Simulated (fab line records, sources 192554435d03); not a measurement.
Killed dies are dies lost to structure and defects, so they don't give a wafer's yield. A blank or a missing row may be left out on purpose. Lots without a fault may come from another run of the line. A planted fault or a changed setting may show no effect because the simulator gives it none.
Which tool did it? | flow n5_finfet | 10 lots, 30 wafers sampled, at 4 steps of a route of 1938

WHAT THE GAUGES READ, wafer by wafer
The record holds no reading of a measuring or inspecting step that can be judged against a usual standard deviation.

WHICH TOOL RAN EACH LOT (tool, then ch and the chambers of the sampled wafers, then the start)
lot  | N5_SDB_ETCH_18                    | N5_PASSIVATION_PASS_ETCH_47        | N5_PASSIVATION_ETCH_54             | N5_PASSIVATION_PROBE_49
L373 | rie_diel-05 ch 0,1,2, day 3 18:46 | rie_diel-05 ch 0,2,3, day 13 01:45 | rie_diel-05 ch 0,2,3, day 13 01:59 | -
L375 | rie_diel-04 ch 0,1,3, day 4 05:42 | rie_diel-02 ch 0,2,3, day 14 22:38 | rie_diel-02 ch 0,2,3, day 14 22:52 | -
L376 | rie_diel-05 ch 1,2,3, day 4 11:43 | rie_diel-04 ch 0,1, day 14 15:25   | rie_diel-04 ch 0,1, day 14 15:38   | prober-01, day 14 18:25
L378 | rie_diel-04 ch 0,2,3, day 5 00:12 | rie_diel-05 ch 0,2,3, day 15 10:02 | rie_diel-05 ch 0,2,3, day 15 10:16 | prober-02, day 15 13:03
L384 | rie_diel-02 ch 1,2,3, day 6 14:13 | rie_diel-04 ch 0,1,2, day 19 00:01 | rie_diel-04 ch 0,1,2, day 19 00:15 | prober-01, day 19 03:02
L385 | rie_diel-02 ch 1,2, day 6 19:36   | rie_diel-04 ch 0,1,3, day 19 03:27 | rie_diel-04 ch 0,1,3, day 19 03:41 | prober-01, day 19 06:34
L386 | rie_diel-04 ch 0,1,3, day 7 01:14 | rie_diel-02 ch 0,1,2, day 20 08:37 | rie_diel-02 ch 0,1,2, day 20 08:51 | -
L387 | rie_diel-05 ch 0,2,3, day 7 06:08 | rie_diel-04 ch 2,3, day 20 09:25   | rie_diel-04 ch 2,3, day 20 09:39   | prober-02, day 20 12:41
L389 | rie_diel-04 ch 2,3, day 7 16:46   | rie_diel-04 ch 0,2,3, day 19 16:40 | rie_diel-04 ch 0,2,3, day 19 16:54 | prober-02, day 19 19:56
L391 | rie_diel-04 ch 1,3, day 8 05:47   | rie_diel-04 ch 1,3, day 21 15:28   | rie_diel-04 ch 1,3, day 21 15:42   | -
- N5_SDB_ETCH_18: etches SOC in N2/H2, target depth 100 nm, overetch 20 nm, time 150 s.
- N5_PASSIVATION_PASS_ETCH_47: etches SiNx in CF4/O2, target depth 770 nm, time 385 s.
- N5_PASSIVATION_ETCH_54: etches SiO2 in CHF3/O2, target depth 880 nm, time 440 s.
- N5_PASSIVATION_PROBE_49

WHAT THE TOOLS THEMSELVES READ (means of the sampled wafers that have a number; where no wafer has one, the mark that the record gives instead)
N5_SDB_ETCH_18. Usual: drypump_motor_current_A 5.8 A, standard deviation 0.44; h2_flow_sccm 200.0 sccm, standard deviation 0.65; n2_flow_sccm 200.1 sccm, standard deviation 0.63; oes_product_au 0.68 a.u., standard deviation 0.067; rf_vpp_V 524.4 V, standard deviation 2.8; showerhead_plenum_p_Torr 2.56 Torr, standard deviation 0.097; temp_c 39.99 C, standard deviation 0.12; throttle_valve_pct 17.98 %, standard deviation 0.14.
lot  | tool        | drypump_motor_current_A (A) | h2_flow_sccm (sccm) | n2_flow_sccm (sccm) | oes_product_au (a.u.) | rf_vpp_V (V) | showerhead_plenum_p_Torr (Torr) | temp_c (C) | throttle_valve_pct (%) | flag
L373 | rie_diel-05 | 5.8                         | 199.6               | 199.9               | 0.64                  | 524.0        | 2.56                            | 39.91      | 18.13                  |
L375 | rie_diel-04 | 5.6                         | 199.9               | 199.9               | 0.73                  | 523.6        | 2.51                            | 39.98      | 17.99                  |
L376 | rie_diel-05 | 5.9                         | 199.8               | 199.9               | 0.65                  | 524.2        | 2.56                            | 39.88      | 18.01                  |
L378 | rie_diel-04 | 5.5                         | 200.0               | 200.3               | 0.64                  | 523.5        | 2.52                            | 40.01      | 17.98                  |
L384 | rie_diel-02 | 5.7                         | 199.9               | 200.0               | 0.70                  | 524.4        | 2.60                            | 40.08      | 17.92                  |
L385 | rie_diel-02 | 5.7                         | 200.0               | 200.5               | 0.71                  | 527.0        | 2.68                            | 39.97      | 17.92                  |
L386 | rie_diel-04 | 5.6                         | 200.3               | 199.1               | 0.69                  | 523.4        | 2.50                            | 40.06      | 18.04                  |
L387 | rie_diel-05 | 6.2                         | 199.8               | 199.8               | 0.71                  | 526.4        | 2.62                            | 40.03      | 17.96                  |
L389 | rie_diel-04 | 5.2                         | 199.7               | 200.2               | 0.64                  | 524.9        | 2.54                            | 39.98      | 17.92                  |
L391 | rie_diel-04 | 5.4                         | 199.7               | 200.1               | 0.74                  | 523.2        | 2.52                            | 39.92      | 18.01                  |

N5_PASSIVATION_PASS_ETCH_47. Usual: drypump_motor_current_A 5.6 A, standard deviation 0.42; oes_f_703_au 0.83 a.u., standard deviation 0.071; oes_product_au 0.83 a.u., standard deviation 0.071; rf_vpp_V 241.0 V, standard deviation 2.5; showerhead_plenum_p_Torr 2.22 Torr, standard deviation 0.079; throttle_valve_pct 15.84 %, standard deviation 0.19.
lot  | tool        | drypump_motor_current_A (A) | oes_f_703_au (a.u.) | oes_product_au (a.u.) | rf_vpp_V (V) | showerhead_plenum_p_Torr (Torr) | throttle_valve_pct (%) | flag
L373 | rie_diel-05 | 6.2                         | 0.85                | 0.85                  | 241.4        | 2.25                            | 15.89                  |
L375 | rie_diel-02 | 5.6                         | 0.72                | 0.72                  | 242.8        | 2.16                            | 16.03                  |
L376 | rie_diel-04 | 5.9                         | 0.85                | 0.86                  | 243.1        | 2.26                            | 15.85                  |
L378 | rie_diel-05 | 6.2                         | 0.81                | 0.82                  | 241.6        | 2.25                            | 15.92                  |
L384 | rie_diel-04 | 5.6                         | 0.83                | 0.83                  | 240.4        | 2.20                            | 15.86                  |
L385 | rie_diel-04 | 5.6                         | 0.82                | 0.83                  | 241.2        | 2.22                            | 15.89                  |
L386 | rie_diel-02 | 5.7                         | 0.87                | 0.87                  | 243.4        | 2.29                            | 15.73                  |
L387 | rie_diel-04 | 5.2                         | 0.85                | 0.85                  | 238.7        | 2.20                            | 15.75                  |
L389 | rie_diel-04 | 5.5                         | 0.84                | 0.85                  | 239.9        | 2.24                            | 15.74                  |
L391 | rie_diel-04 | 5.3                         | 0.81                | 0.81                  | 240.6        | 2.18                            | 15.92                  |

N5_PASSIVATION_ETCH_54. Usual: drypump_motor_current_A 5.6 A, standard deviation 0.42; oes_f_703_au 0.83 a.u., standard deviation 0.071; oes_product_au 0.83 a.u., standard deviation 0.071; rf_vpp_V 524 V, standard deviation 5; showerhead_plenum_p_Torr 2.43 Torr, standard deviation 0.086; throttle_valve_pct 18.78 %, standard deviation 0.18.
lot  | tool        | drypump_motor_current_A (A) | oes_f_703_au (a.u.) | oes_product_au (a.u.) | rf_vpp_V (V) | showerhead_plenum_p_Torr (Torr) | throttle_valve_pct (%) | flag
L373 | rie_diel-05 | 6.2                         | 0.85                | 0.85                  | 524          | 2.46                            | 18.85                  |
L375 | rie_diel-02 | 5.6                         | 0.72                | 0.72                  | 526          | 2.36                            | 18.96                  |
L376 | rie_diel-04 | 5.9                         | 0.85                | 0.85                  | 526          | 2.47                            | 18.79                  |
L378 | rie_diel-05 | 6.2                         | 0.81                | 0.81                  | 525          | 2.46                            | 18.87                  |
L384 | rie_diel-04 | 5.6                         | 0.83                | 0.83                  | 523          | 2.40                            | 18.80                  |
L385 | rie_diel-04 | 5.6                         | 0.82                | 0.83                  | 524          | 2.43                            | 18.82                  |
L386 | rie_diel-02 | 5.6                         | 0.87                | 0.86                  | 529          | 2.50                            | 18.69                  |
L387 | rie_diel-04 | 5.1                         | 0.85                | 0.86                  | 522          | 2.40                            | 18.68                  |
L389 | rie_diel-04 | 5.4                         | 0.84                | 0.85                  | 524          | 2.44                            | 18.68                  |
L391 | rie_diel-04 | 5.3                         | 0.81                | 0.81                  | 524          | 2.39                            | 18.85                  |

N5_PASSIVATION_PROBE_49. Usual: defect_limited_yield 91.4 %, standard deviation 1.2; killed_at_M0_to_M3 34, standard deviation 10; killed_at_M4_up 14, standard deviation 5.1; killed_at_contacts 12, standard deviation 6.4; killed_at_front_end 38, standard deviation 9.3; killed_at_other 4, standard deviation 3; killed_dies 102, standard deviation 15; killed_on_rim 13, standard deviation 3.6; killed_open 67, standard deviation 12; killed_short 33, standard deviation 6.9; sort_bin_5_function 5.0 %, standard deviation 0.86; sort_bin_6_memory 3.2 %, standard deviation 0.58; sort_bin_8_speed 0.00 %, standard deviation 0.0099; sort_n_pass 1078, standard deviation 15; sort_yield_pct 91.4 %, standard deviation 1.2.
lot  | tool      | defect_limited_yield (%) | killed_at_M0_to_M3 | killed_at_M4_up | killed_at_contacts | killed_at_front_end | killed_at_other | killed_dies | killed_on_rim | killed_open | killed_short | sort_bin_5_function (%) | sort_bin_6_memory (%) | sort_bin_8_speed (%) | sort_n_pass | sort_yield_pct (%) | flag
L376 | prober-01 | 90.6                     | 32                 | 19              | 19                 | 37                  | 4               | 111         | 11            | 77          | 31           | 5.6                     | 3.4                   | 0.00                 | 1069        | 90.6               |
L378 | prober-02 | 91.7                     | 37                 | 13              | 12                 | 34                  | 3               | 98          | 12            | 64          | 32           | 4.8                     | 3.1                   | 0.00                 | 1082        | 91.7               |
L384 | prober-01 | 84.9                     | 36                 | 15              | 15                 | 109                 | 4               | 178         | 29            | 66          | 33           | 9.5                     | 3.7                   | 0.00                 | 1002        | 84.9               | OFF
L385 | prober-01 | 84.9                     | 30                 | 11              | 11                 | 121                 | 5               | 178         | 26            | 54          | 31           | 9.1                     | 3.8                   | 0.00                 | 1002        | 84.9               | OFF
L387 | prober-02 | 91.6                     | 28                 | 9               | 15                 | 44                  | 2               | 99          | 10            | 62          | 36           | 5.0                     | 3.0                   | 0.00                 | 1081        | 91.6               |
L389 | prober-02 | 91.3                     | 31                 | 13              | 8                  | 44                  | 7               | 103         | 12            | 66          | 35           | 4.8                     | 3.4                   | 0.00                 | 1077        | 91.3               |

THE ANSWER, worked out from the rows above alone
Rule: a lot is off if the mean of its wafers that have a number lies more than 3 standard deviations from the usual mean. A lot without any number at a reading at which 4 lots or more have one is off too. The other lots that the step has rows for count as sound. The gauges are gone through in route order, then the tools' own readings, and for those a lot's mean is taken as printed above. The first step at which some lot is off is used, and at that step the reading that is off furthest; a lot without a number counts as furthest.
Off: L384, L385, at N5_PASSIVATION_PROBE_49 (killed_at_front_end). Neither off nor sound, because the step has no rows for them: L373, L375, L386, L391.
A tool fits if, at that step or a process step before it, it ran every lot that is off, and no sound lot after the first of them. Can't be told from this: 2 tools fit, rie_diel-02 at N5_SDB_ETCH_18, prober-01 at N5_PASSIVATION_PROBE_49.

WHAT THE SIMULATOR HAD PUT IN
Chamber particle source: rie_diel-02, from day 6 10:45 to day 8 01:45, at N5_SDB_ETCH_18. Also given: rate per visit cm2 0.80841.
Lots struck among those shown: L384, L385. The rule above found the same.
